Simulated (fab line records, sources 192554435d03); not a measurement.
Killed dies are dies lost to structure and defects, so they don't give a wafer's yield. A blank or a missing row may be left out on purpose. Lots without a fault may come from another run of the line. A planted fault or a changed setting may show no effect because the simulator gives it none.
Which tool did it? | flow n5_finfet | 11 lots, 32 wafers sampled, at 5 steps of a route of 1938

WHAT THE GAUGES READ, wafer by wafer
N5_BEOL_M4_RC_MEAS_101. Usual: DIBL_N 35.7 mV/V, standard deviation 1.5; DIBL_P 35.7 mV/V, standard deviation 2; IOFF_N 0.155 nA/um, standard deviation 0.026; IOFF_P 0.20 nA/um, standard deviation 0.031; ION_N 675 uA/um, standard deviation 11; ION_P 462 uA/um, standard deviation 7.1; SS_N 71.3 mV/dec, standard deviation 0.57; SS_P 73.1 mV/dec, standard deviation 0.56; VT_N 250 mV, standard deviation 3; VT_P -251 mV, standard deviation 3.
lot  | measured     | on        | DIBL_N (mV/V)  | DIBL_P (mV/V)  | IOFF_N (nA/um)    | IOFF_P (nA/um) | ION_N (uA/um) | ION_P (uA/um) | SS_N (mV/dec)  | SS_P (mV/dec)  | VT_N (mV)   | VT_P (mV)      | flag
L137 | day 8 07:52  | prober-02 | 36.7 37.2 35.3 | 36.3 36.8 34.4 | 0.153 0.171 0.142 | 0.21 0.23 0.18 | 667 673 666   | 459 459 461   | 71.6 71.7 71.2 | 72.7 73.6 72.6 | 251 250 252 | -252 -249 -251 |
L138 | day 8 17:17  | prober-01 | 37.9 37.5 35.9 | 38.4 37.2 36.3 | 0.208 0.182 0.166 | 0.24 0.23 0.22 | 696 671 688   | 472 461 474   | 72.1 71.8 70.9 | 73.4 73.3 73.4 | 245 247 247 | -247 -248 -249 |
L143 | day 10 00:43 | prober-01 | 36.2 37.4 35.3 | 37.5 38.2 36.8 | 0.178 0.200 0.169 | 0.24 0.24 0.22 | 685 684 686   | 470 469 475   | 71.6 71.5 70.8 | 72.9 73.6 72.9 | 246 245 247 | -247 -246 -250 |
L144 | day 10 01:29 | prober-01 | 34.3 31.8 32.5 | 34.2 31.0 31.7 | 0.123 0.089 0.099 | 0.16 0.13 0.13 | 676 667 658   | 456 460 453   | 71.0 70.7 70.8 | 73.0 72.3 71.9 | 253 259 257 | -253 -258 -258 |
L154 | day 12 03:52 | prober-01 | 35.5 37.5 35.3 | 35.8 39.5 35.7 | 0.158 0.209 0.144 | 0.20 0.26 0.20 | 681 700 661   | 464 476 460   | 70.7 71.8 71.2 | 73.1 73.2 72.8 | 246 242 249 | -251 -247 -250 |
L156 | day 12 22:20 | prober-01 | 34.8 36.9 36.3 | 33.1 36.3 35.8 | 0.112 0.160 0.146 | 0.18 0.23 0.22 | 654 682 679   | 458 474 468   | 71.0 71.2 71.5 | 72.4 73.0 72.6 | 255 248 250 | -251 -247 -249 |
L155 | day 13 05:15 | prober-02 | 33.4 34.1 34.6 | 34.3 34.8 35.3 | 0.121 0.133 0.136 | 0.14 0.15 0.15 | 668 677 677   | 450 455 456   | 71.4 71.6 71.7 | 72.9 72.9 72.8 | 253 250 250 | -256 -257 -258 |
L157 | day 13 17:22 | prober-01 | 34.4 33.9 36.7 | 34.9 34.4 37.3 | 0.137 0.128 0.166 | 0.18 0.18 0.21 | 666 659 675   | 456 456 459   | 71.0 71.1 71.2 | 72.7 72.4 73.2 | 251 252 250 | -253 -255 -253 |
L158 | day 14 00:05 | prober-02 | 31.0 36.2 37.6 | 29.9 35.2 38.5 | 0.093 0.162 0.201 | 0.14 0.20 0.26 | 657 678 679   | 459 460 464   | 69.6 71.8 71.5 | 71.6 73.4 73.3 | 255 248 249 | -254 -250 -248 |
L159 | day 14 00:10 | prober-01 | 36.4 37.0      | 38.0 39.4      | 0.163 0.172       | 0.20 0.22      | 666 676       | 459 464       | 71.1 71.1      | 73.1 73.1      | 246 249     | -252 -251      |
L160 | day 14 08:04 | prober-02 | 36.7 37.4 35.5 | 38.3 38.4 37.9 | 0.173 0.189 0.159 | 0.21 0.22 0.21 | 680 674 683   | 466 461 462   | 72.6 71.5 72.3 | 73.2 73.3 72.8 | 247 246 249 | -251 -251 -250 |

WHICH TOOL RAN EACH LOT (tool, then ch and the chambers of the sampled wafers, then the start)
lot  | N5_BEOL_M3_ANNEAL_91         | N5_BEOL_M3_PRE_CLEAN_60          | N5_BEOL_M4_HM_DEP_02         | N5_BEOL_M4_COAT_62
L137 | pvd_sputter-02, day 7 06:47  | cvd_co-02 ch 0,2, day 7 09:19    | pvd_sputter-01, day 7 10:38  | litho_track-05 ch 0, day 7 10:46
L138 | pvd_sputter-01, day 7 19:10  | cvd_co-01 ch 0,1,2, day 8 06:02  | pvd_sputter-01, day 8 06:29  | litho_track-04 ch 0, day 8 06:37
L143 | pvd_sputter-02, day 9 01:47  | cvd_co-02 ch 0,1,2, day 9 03:11  | pvd_sputter-03, day 9 06:07  | litho_track-04 ch 0, day 9 06:14
L144 | pvd_sputter-01, day 9 08:46  | cvd_co-02 ch 0,1,2, day 9 10:10  | pvd_sputter-01, day 9 11:19  | litho_track-04 ch 0, day 9 11:27
L154 | pvd_sputter-01, day 11 17:41 | cvd_co-01 ch 0,1,2, day 11 19:05 | pvd_sputter-02, day 11 19:32 | litho_track-03 ch 0, day 11 19:40
L156 | pvd_sputter-03, day 12 06:32 | cvd_co-02 ch 0,2, day 12 07:56   | pvd_sputter-03, day 12 08:56 | litho_track-05 ch 0, day 12 09:04
L155 | pvd_sputter-01, day 12 06:39 | cvd_co-01 ch 1,2, day 12 08:03   | pvd_sputter-03, day 12 09:02 | litho_track-05 ch 0, day 12 09:10
L157 | pvd_sputter-02, day 12 23:20 | cvd_co-02 ch 0,1,2, day 13 00:44 | pvd_sputter-02, day 13 04:21 | litho_track-04 ch 0, day 13 04:29
L158 | pvd_sputter-03, day 12 23:46 | cvd_co-01 ch 0,1,2, day 13 09:59 | pvd_sputter-03, day 13 14:29 | litho_track-03 ch 0, day 13 14:37
L159 | pvd_sputter-02, day 13 03:05 | cvd_co-02 ch 1,2, day 13 04:28   | pvd_sputter-01, day 13 05:20 | litho_track-05 ch 0, day 13 05:25
L160 | pvd_sputter-02, day 13 18:30 | cvd_co-01 ch 0,1,2, day 13 20:03 | pvd_sputter-03, day 13 20:32 | litho_track-03 ch 0, day 13 20:40
- N5_BEOL_M3_ANNEAL_91: time 240 s.
- N5_BEOL_M3_PRE_CLEAN_60: time 15 s.
- N5_BEOL_M4_HM_DEP_02: deposits TiN, target thk 20 nm.
- N5_BEOL_M4_COAT_62: time 60 s, resist thk 12 nm.

WHAT THE TOOLS THEMSELVES READ (means of the sampled wafers that have a number; where no wafer has one, the mark that the record gives instead)
N5_BEOL_M3_ANNEAL_91. Usual: heater_power_w 824 W, standard deviation 110.
lot  | tool           | heater_power_w (W) | flag
L137 | pvd_sputter-02 | 863                |
L138 | pvd_sputter-01 | 787                |
L143 | pvd_sputter-02 | 737                |
L144 | pvd_sputter-01 | 817                |
L154 | pvd_sputter-01 | 774                |
L156 | pvd_sputter-03 | 763                |
L155 | pvd_sputter-01 | 841                |
L157 | pvd_sputter-02 | 764                |
L158 | pvd_sputter-03 | 811                |
L159 | pvd_sputter-02 | 744                |
L160 | pvd_sputter-02 | 853                |

N5_BEOL_M3_PRE_CLEAN_60. Usual: heater_power_w 105 W, standard deviation 26.
lot  | tool      | heater_power_w (W) | flag
L137 | cvd_co-02 | 98                 |
L138 | cvd_co-01 | 99                 |
L143 | cvd_co-02 | 106                |
L144 | cvd_co-02 | 107                |
L154 | cvd_co-01 | 102                |
L156 | cvd_co-02 | 116                |
L155 | cvd_co-01 | 124                |
L157 | cvd_co-02 | 109                |
L158 | cvd_co-01 | 100                |
L159 | cvd_co-02 | 122                |
L160 | cvd_co-01 | 101                |

N5_BEOL_M4_HM_DEP_02. Usual: chamber_pressure_pa 0.4999 Pa, standard deviation 0.001; throttle_valve_pct 30.4 %, standard deviation 1.3.
lot  | tool           | chamber_pressure_pa (Pa) | throttle_valve_pct (%) | flag
L137 | pvd_sputter-01 | 0.5001                   | 29.9                   |
L138 | pvd_sputter-01 | 0.5001                   | 30.0                   |
L143 | pvd_sputter-03 | 0.4995                   | 30.6                   |
L144 | pvd_sputter-01 | 0.4995                   | 31.2                   |
L154 | pvd_sputter-02 | 0.5000                   | 29.9                   |
L156 | pvd_sputter-03 | 0.5003                   | 29.9                   |
L155 | pvd_sputter-03 | 0.5007                   | 30.0                   |
L157 | pvd_sputter-02 | 0.5009                   | 30.1                   |
L158 | pvd_sputter-03 | 0.4995                   | 30.7                   |
L159 | pvd_sputter-01 | 0.5006                   | 29.3                   |
L160 | pvd_sputter-03 | 0.5000                   | 29.9                   |

N5_BEOL_M4_COAT_62. Usual: exhaust_pa 44.9 Pa, standard deviation 0.84; spin_speed_rpm 1500.0 rpm, standard deviation 1.2.
lot  | tool           | exhaust_pa (Pa) | spin_speed_rpm (rpm) | flag
L137 | litho_track-05 | 44.0            | 1500.3               |
L138 | litho_track-04 | 44.7            | 1501.0               |
L143 | litho_track-04 | 46.2            | 1377.4               | OFF
L144 | litho_track-04 | 45.5            | 1376.2               | OFF
L154 | litho_track-03 | 45.9            | 1499.2               |
L156 | litho_track-05 | 44.9            | 1499.3               |
L155 | litho_track-05 | 44.6            | 1500.5               |
L157 | litho_track-04 | 44.9            | 1500.0               |
L158 | litho_track-03 | 45.3            | 1500.4               |
L159 | litho_track-05 | 44.2            | 1499.8               |
L160 | litho_track-03 | 44.6            | 1501.2               |

THE ANSWER, worked out from the rows above alone
Rule: a lot is off if the mean of its wafers that have a number lies more than 3 standard deviations from the usual mean. A lot without any number at a reading at which 4 lots or more have one is off too. The other lots that the step has rows for count as sound. The gauges are gone through in route order, then the tools' own readings, and for those a lot's mean is taken as printed above. The first step at which some lot is off is used, and at that step the reading that is off furthest; a lot without a number counts as furthest.
Off: L143, L144, at N5_BEOL_M4_COAT_62 (spin_speed_rpm).
A tool fits if, at that step or a process step before it, it ran every lot that is off, and no sound lot after the first of them. None of those tried fits.

WHAT THE SIMULATOR HAD PUT IN
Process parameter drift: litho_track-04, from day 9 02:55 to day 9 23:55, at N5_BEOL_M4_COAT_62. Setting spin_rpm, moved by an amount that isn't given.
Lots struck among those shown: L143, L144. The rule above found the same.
